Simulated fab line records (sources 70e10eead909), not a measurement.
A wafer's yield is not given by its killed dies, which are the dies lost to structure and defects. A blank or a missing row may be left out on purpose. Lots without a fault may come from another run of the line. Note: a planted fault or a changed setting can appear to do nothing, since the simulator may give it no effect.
Struck lot and sound lot, side by side + flow nandHarc + 15 out of 1302 route steps
Sound: these wafers, L980.4, L980.5, L980.6. Struck: wafer L975.4 (left out: L975.6, a lot-mate that was not struck); the cause follows at the end.
Order at every step that has rows: each side's tool, ch and its chambers, its first start. Under that, the readings that differ: sound wafers + struck wafers + difference of the means + sigmas: that difference in standard deviations of wafers without a fault.
alike: readings whose means differ by less than 2 such deviations, and words and numbers that are the same on both sides. not compared: withheld readings, readings that some wafer has no value for, bounds like >300 that may hide the same value, and numbers for which the record gives no deviation and whose values overlap.
Wherever a step has rows on one side only, a row that says differs or no value, or a row with sigmas, the two part there. Numbers that have no deviation but don't overlap get no sigmas and don't part them. Lack of a reading on every wafer of one side parts them only where that side has two or more wafers.

first, 7 steps without rows for these wafers: NHARC_P_STI_COAT_41 (time 65 s); NHARC_P_STI_COAT_03 (resist thk 600 nm); NHARC_P_STI_SOFTBAKE_04 (time 70 s); NHARC_P_STI_EBR_05; NHARC_P_STI_EXPOSE_06 (exposes mask P STI, target cd 200 nm); NHARC_P_STI_PEB_07 (peb time 80 s); NHARC_P_STI_DEVELOP_08 (time 50 s).
NHARC_P_STI_CD_MEAS_09 targets a cd of 200 nm.
  sound on cdSem-03 ch 0, day 11 23:41; struck on cdSem-01 ch 0, day 9 21:54
  alike: cdNm
NHARC_P_STI_OVL_MEAS_10:
  struck on overlay-01, day 9 21:59; sound on overlay-02, day 11 23:46
  alike: overlayXNm, overlayYNm
NHARC_P_STI_INSPECT_11:
  struck on defectInspect-01, day 9 22:01; sound on defectInspect-01, day 11 23:48
  alike: rawDefectCount
then, 1 step without rows for these wafers: NHARC_P_STI_HARDBAKE_13 (time 65 s).
NHARC_P_STI_DESCUM_14: chemistry O2, time 3 s.
  sound on rieDiel-10 ch 0,1, day 11 23:56; struck on rieDiel-07 ch 2, day 9 22:10
| reading                  | sound       | struck | difference | sigmas |
|--------------------------|-------------|--------|------------|--------|
| drypumpMotorCurrentA (A) | 5.9 5.9 5.4 | 6.6    | +0.9       | +2     |
  alike: chamberPressureMTorr, oesProductAu, rfVppV, showerheadPlenumPTorr, throttleValvePct
  not compared: rfHoursCounterH
NHARC_P_STI_ETCH_42: etches the open film in N2/H2, target depth 80 nm, overetch 24 nm, time 61 s.
  sound on rieDiel-10 ch 0,1,3, day 12 00:02; struck on rieDiel-07 ch 1, day 9 22:15
| reading                      | sound                | struck | difference | sigmas |
|------------------------------|----------------------|--------|------------|--------|
| chamberPressureMTorr (mTorr) | 29.981 30.024 30.007 | 29.931 | -0.073     | -3     |
| oesProductAu (a.u.)          | 0.988 0.996 1.000    | 0.855  | -0.140     | -12    |
  alike: drypumpMotorCurrentA, rfVppV, showerheadPlenumPTorr, throttleValvePct
  not compared: rfHoursCounterH
NHARC_P_STI_ETCH_31: etches the open film in CF4/CHF3, target depth 108.9 nm, time 54.5 s.
  sound on rieDiel-10 ch 1,2,3; struck on rieDiel-07 ch 1
  alike: chamberPressureMTorr, drypumpMotorCurrentA, oesProductAu, rfVppV, showerheadPlenumPTorr, throttleValvePct
  not compared: rfHoursCounterH
-- break in the record here, with 23 days between the starts of the struck wafers on either side (left off in module P_STI, picked up again in module END, where the first step shown is number 1302 on the route) --
NHARC_END_SORT_01:
  sound on prober-02 ch 0, day 33 16:26; struck on prober-01 ch 0, day 32 22:49
| reading       | sound    | struck | difference | sigmas |
|---------------|----------|--------|------------|--------|
| killedAtArray | 50 54 45 | 98     | +48        | +2     |
| killedDies    | 57 62 49 | 104    | +48        | +2     |
  alike: killedAtOther, killedAtPeriphery, killedOpen, killedShort

## WHERE THEY PART
Earliest at NHARC_P_STI_DESCUM_14; latest, in this record, at NHARC_END_SORT_01.

WHY: what the simulator had put in
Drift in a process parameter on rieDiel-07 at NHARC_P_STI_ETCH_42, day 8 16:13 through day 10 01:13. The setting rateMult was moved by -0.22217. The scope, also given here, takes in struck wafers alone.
